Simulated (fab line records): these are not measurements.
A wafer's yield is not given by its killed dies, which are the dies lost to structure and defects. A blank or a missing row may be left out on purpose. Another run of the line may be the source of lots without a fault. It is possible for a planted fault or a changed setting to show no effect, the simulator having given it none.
fab line records    flow n5-finfet
[record] lots = 11  wafers = 33  last-day = 19
route steps=1938 shown BEOL_M5@1181 BEOL_M6@1194
lots untouched by any fault: they come from a run of this same line in which no faults occurred
start-h: hours from the record's opening day to when the first of the lot's shown wafers began    wait-h: hours elapsed since this lot's preceding step    " identical to the entry in the row above    L1.1+2: a single row standing in for several wafers    - value missing, or start not given    * or withheld: withheld    < > ~ a bound
route shown NAME@n: NAME is a module with steps in the file, n the number in the route of the first one    usual: average and standard deviation across the fault-free wafers    same: alike in all rows    chamber/n: place in a boat    sites: readings site by site    _std_site: the standard deviation of these    _edge_site: the outer-site mean with the inner-site mean subtracted    radius-mm: for every site, how far away it sits from the centre of the wafer    mask NAME#n: copy n    behind: the last tool/chamber to shape the wafer    hold: what put the lot on hold/how long, in hours/how the hold closed    device: whichever transistor did not switch (one of n, p or np)    end of line: tests of these same wafers at the route's end    step lacking rows: just its recipe    killed: dies that structure and defects cost at the first sort, which is not the same as the wafer's yield    map: per-die view of a wafer (x killed, . not killed, _ where there is no die)
set.NAME: the run value of the setting; set.NAME@STEP: its run value at that earlier step    model.NAME: the simulator's own value behind a step, which no gauge read
route steps across a sampled set of lots; one table per step, one row per wafer
services: from which hour (start-h, from the record's first day; less than 0 if before it) a tool's chamber was out of use, for how many hours, and why
[[steps]]
[step N5_BEOL_M5_SPUTTER_88]
[recipe] material = Cu  target-thk-a = 150  temp-c = -20  chamber-pressure-pa = 0.07  power-w = withheld  time-s = 27.62
[usual] throttle-valve-pct = 30.5/1.4
lot.wafer  tool            chamber  start-h  wait-h  throttle-valve-pct
L833.4     pvd-sputter-02  -        194.87   0.5     29.3
L833.5     "               -        "        "       31.2
L833.6     "               -        "        "       29.5
L835.1     pvd-sputter-02  -        215.13   0.5     30.4
L835.3     "               -        "        "       29.0
L835.4     "               -        "        "       28.0
L836.1     pvd-sputter-01  -        219.77   0.5     30.4
L836.2     "               -        "        "       29.9
L836.3     "               -        "        "       33.1
L837.2     pvd-sputter-03  -        223.38   0.5     30.4
L837.4     "               -        "        "       30.5
L837.5     "               -        "        "       32.8
L842.1     pvd-sputter-02  -        259.07   0.5     29.3
L842.4     "               -        "        "       30.7
L842.6     "               -        "        "       28.1
L844.4     pvd-sputter-03  -        284.60   0.5     32.7
L844.5     "               -        "        "       28.9
L844.6     "               -        "        "       30.7
L845.1     pvd-sputter-01  -        291.08   0.5     30.1
L845.4     "               -        "        "       31.6
L845.5     "               -        "        "       29.7
L849.2     pvd-sputter-01  -        313.42   0.5     30.5
L849.3     "               -        "        "       31.2
L849.4     "               -        "        "       33.1
L853.2     pvd-sputter-03  -        340.21   0.5     32.7
L853.4     "               -        "        "       33.0
L853.5     "               -        "        "       30.5
L855.3     pvd-sputter-03  -        349.56   0.5     30.8
L855.4     "               -        "        "       32.7
L855.6     "               -        "        "       30.5
L856.3     pvd-sputter-01  -        350.69   0.5     33.4
L856.4     "               -        "        "       31.5
L856.5     "               -        "        "       31.4
[step N5_BEOL_M5_ANNEAL_51]
[recipe] temp-c = 225  time-s = 90  ambient = N2
[usual] wafer_temp_C_max = 226.05/0.25
lot.wafer  tool           chamber  start-h  wait-h  wafer_temp_C_max
L833.4     rtp-anneal-02  0        196.30   0.2     226.12
L833.5     "              0        "        "       225.93
L833.6     "              0        "        "       226.04
L835.1     rtp-anneal-01  0        216.48   0.1     226.28
L835.3     "              0        "        "       226.17
L835.4     "              0        "        "       226.32
L836.1     rtp-anneal-01  0        221.28   0.3     226.14
L836.2     "              0        "        "       225.94
L836.3     "              0        "        "       225.97
L837.2     rtp-anneal-01  0        225.06   0.5     226.09
L837.4     "              0        "        "       226.37
L837.5     "              0        "        "       226.05
L842.1     rtp-anneal-02  0        260.52   0.2     225.92
L842.4     "              0        "        "       226.17
L842.6     "              0        "        "       226.15
L844.4     rtp-anneal-01  0        286.03   0.2     226.62
L844.5     "              0        "        "       225.92
L844.6     "              0        "        "       225.87
L845.1     rtp-anneal-02  0        292.43   0.1     225.96
L845.4     "              0        "        "       225.87
L845.5     "              0        "        "       226.28
L849.2     rtp-anneal-02  0        314.83   0.2     225.82
L849.3     "              0        "        "       225.96
L849.4     "              0        "        "       225.41
L853.2     rtp-anneal-01  0        341.74   0.3     226.13
L853.4     "              0        "        "       225.99
L853.5     "              0        "        "       226.14
L855.3     rtp-anneal-01  0        350.94   0.1     225.87
L855.4     "              0        "        "       226.28
L855.6     "              0        "        "       226.64
L856.3     rtp-anneal-01  0        352.16   0.2     226.08
L856.4     "              0        "        "       226.18
L856.5     "              0        "        "       226.48
[step N5_BEOL_M5_THK_MEAS_53]
[recipe] thk-meas-gauge = xrf  reads = Cu_of_BEOL_M5_ECD_50
[usual] M5_THK = 61.4/1.4
lot.wafer  tool           chamber  start-h  wait-h  M5_THK[nm]
L833.4     film-metro-02  -        196.76   -       58.3
L833.5     "              -        "        "       58.3
L833.6     "              -        "        "       58.9
L835.1     film-metro-01  -        217.07   -       63.3
L835.3     "              -        "        "       60.3
L835.4     "              -        "        "       59.7
L836.1     film-metro-01  -        221.87   -       61.0
L836.2     "              -        "        "       59.5
L836.3     "              -        "        "       61.1
L837.2     film-metro-02  -        225.62   -       61.8
L837.4     "              -        "        "       59.1
L837.5     "              -        "        "       60.6
L842.1     film-metro-02  -        261.11   -       62.8
L842.4     "              -        "        "       60.9
L842.6     "              -        "        "       64.0
L844.4     film-metro-02  -        286.49   -       62.7
L844.5     "              -        "        "       62.4
L844.6     "              -        "        "       62.3
L845.1     film-metro-01  -        293.03   -       60.8
L845.4     "              -        "        "       64.0
L845.5     "              -        "        "       61.2
L849.2     film-metro-01  -        315.37   -       63.1
L849.3     "              -        "        "       64.2
L849.4     "              -        "        "       63.4
L853.2     film-metro-01  -        342.28   -       60.7
L853.4     "              -        "        "       59.4
L853.5     "              -        "        "       59.4
L855.3     film-metro-01  -        351.44   -       63.2
L855.4     "              -        "        "       62.7
L855.6     "              -        "        "       61.6
L856.3     film-metro-02  -        352.67   -       60.5
L856.4     "              -        "        "       59.3
L856.5     "              -        "        "       60.0
[step N5_BEOL_M6_ILD_DEP_00]
[recipe] material = SiCOH_lowk  target-thk-a = 1797.5  temp-c = 300  precursor = DEMS/porogen  pressure-torr = 5  rf-w = 500  time-s = 33.4
[usual] heater-power-w = 308/52  showerhead-plenum-p-Torr = 5.734/0.012  susceptor-temp-C = 300.01/0.2  throttle-valve-pct = 13.3/0.61
lot.wafer  tool      chamber  start-h  wait-h  heater-power-w  showerhead-plenum-p-Torr  susceptor-temp-C  throttle-valve-pct
L833.4     pecvd-04  2        197.10   0.1     368             5.730                     299.92            12.7
L833.5     "         1        "        "       231             5.742                     300.03            13.9
L833.6     "         0        "        "       287             5.750                     299.54            13.4
L835.1     pecvd-03  1        219.24   0.0     274             5.740                     300.10            13.3
L835.3     "         1        "        "       276             5.746                     299.79            13.5
L835.4     "         0        "        "       173             5.711                     300.47            13.2
L836.1     pecvd-01  1        222.19   0.0     278             5.727                     300.08            14.2
L836.2     "         2        "        "       254             5.747                     300.19            12.4
L836.3     "         0        "        "       365             5.750                     300.20            13.3
L837.2     pecvd-01  1        225.97   0.0     300             5.734                     299.90            14.3
L837.4     "         2        "        "       289             5.732                     299.96            12.1
L837.5     "         1        "        "       292             5.710                     299.69            14.3
L842.1     pecvd-01  0        261.44   0.0     453             5.743                     311.01            13.7
L842.4     "         0        "        "       457             5.747                     310.95            13.7
L842.6     "         0        "        "       465             5.741                     310.63            13.7
L844.4     pecvd-01  0        286.83   0.1     414             5.748                     310.44            13.4
L844.5     "         2        "        "       337             5.747                     311.02            12.5
L844.6     "         1        "        "       325             5.745                     310.70            14.4
L845.1     pecvd-04  2        293.36   0.0     345             5.717                     300.05            13.2
L845.4     "         2        "        "       353             5.723                     299.86            12.7
L845.5     "         0        "        "       304             5.748                     300.07            13.5
L849.2     pecvd-04  1        315.70   0.0     291             5.747                     299.64            14.0
L849.3     "         0        "        "       300             5.735                     299.95            13.5
L849.4     "         1        "        "       286             5.742                     299.90            13.8
L853.2     pecvd-04  1        343.15   0.0     290             5.746                     300.18            13.9
L853.4     "         1        "        "       292             5.743                     299.68            13.9
L853.5     "         2        "        "       393             5.730                     300.20            12.9
L855.3     pecvd-03  2        351.78   0.1     284             5.700                     299.85            12.4
L855.4     "         1        "        "       278             5.733                     299.88            13.5
L855.6     "         1        "        "       293             5.739                     299.90            13.6
L856.3     pecvd-03  2        353.01   0.1     307             5.718                     300.17            12.2
L856.4     "         1        "        "       294             5.733                     300.12            13.5
L856.5     "         2        "        "       304             5.695                     300.08            12.4
[step N5_BEOL_M6_THK_MEAS_01]
[recipe] reads = SiCOH_lowk_of_BEOL_M6_ILD_DEP_00
[usual] M6_ILD_THK = 155.4/1.6
lot.wafer  tool           chamber  start-h  wait-h  M6_ILD_THK[nm]
L833.4     film-metro-02  -        197.66   0.2     159.9
L833.5     "              -        "        "       156.9
L833.6     "              -        "        "       157.7
L835.1     film-metro-01  -        219.97   0.4     154.0
L835.3     "              -        "        "       156.6
L835.4     "              -        "        "       155.4
L836.1     film-metro-01  -        222.79   0.4     154.2
L836.2     "              -        "        "       154.6
L836.3     "              -        "        "       151.5
L837.2     film-metro-02  -        226.55   0.4     155.2
L837.4     "              -        "        "       157.9
L837.5     "              -        "        "       157.0
L842.1     film-metro-02  -        262.03   0.4     144.0
L842.4     "              -        "        "       146.4
L842.6     "              -        "        "       146.6
L844.4     film-metro-01  -        287.39   0.2     145.0
L844.5     "              -        "        "       146.8
L844.6     "              -        "        "       148.1
L845.1     film-metro-02  -        293.93   0.4     154.8
L845.4     "              -        "        "       157.6
L845.5     "              -        "        "       155.5
L849.2     film-metro-01  -        316.29   0.4     152.6
L849.3     "              -        "        "       153.7
L849.4     "              -        "        "       155.1
L853.2     film-metro-01  -        343.75   0.4     152.9
L853.4     "              -        "        "       154.7
L853.5     "              -        "        "       156.9
L855.3     film-metro-02  -        352.36   0.3     155.8
L855.4     "              -        "        "       156.4
L855.6     "              -        "        "       154.9
L856.3     film-metro-02  -        353.59   0.3     156.0
L856.4     "              -        "        "       157.3
L856.5     "              -        "        "       154.5
[[services]]
tool            chamber  start-h  hours  kind
pecvd-03        2        202.38   -      clean
pecvd-03        2        202.38   -      consumable-replace:showerhead
pecvd-03        2        202.38   29.0   scheduled-down
pecvd-03        2        202.38   29.0   vent-cycle
pecvd-04        -        205.06   2.8    pm
pecvd-04        0        228.16   5.5    scheduled-down
pecvd-01        -        231.21   0.4    repair
pecvd-03        -        236.11   1.5    repair
pecvd-03        -        240.73   2.1    repair
pecvd-01        -        241.99   0.7    repair
rtp-anneal-01   -        245.16   5.3    pm
pecvd-01        1        247.33   8.2    repair
pecvd-04        -        251.81   1.5    repair
pecvd-01        2        257.10   2.0    repair
pvd-sputter-02  -        277.88   6.1    repair
pvd-sputter-03  -        298.65   1.0    repair
rtp-anneal-02   -        299.35   4.8    pm
pecvd-01        1        309.99   16.9   repair
pecvd-03        1        313.05   5.5    scheduled-down
pecvd-04        0        328.19   19.8   repair
pecvd-03        0        339.53   21.9   repair
pecvd-04        2        349.28   2.9    repair
[[key]]
[first-sign] step = N5_BEOL_M6_ILD_DEP_00  reading = susceptor-temp-C  direction = up  sigmas = 55  usual = *  struck = *
[effect] step = N5_BEOL_M6_ILD_DEP_00  reading = heater-power-w  direction = up  sigmas = 1.9  usual = *  struck = *
[effect] step = N5_BEOL_M6_THK_MEAS_01  reading = M6_ILD_THK  direction = down  sigmas = 5.7  usual = 155.4  struck = 146.1
met-at N5_BEOL_M6_ILD_DEP_00
struck-lots L842,L844
not-acting-at N5_BEOL_M5_SPUTTER_88,N5_BEOL_M5_ANNEAL_51,N5_BEOL_M5_THK_MEAS_53
onset-between 225.97 261.44
[fault] kind = process-parameter-drift  tool = pecvd-01  chamber = -  onset-h = 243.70  steps = N5_BEOL_M6_ILD_DEP_00  channel = temp-c  offset = *  shape = step  end-h = 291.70  acts-in = *  stated = *
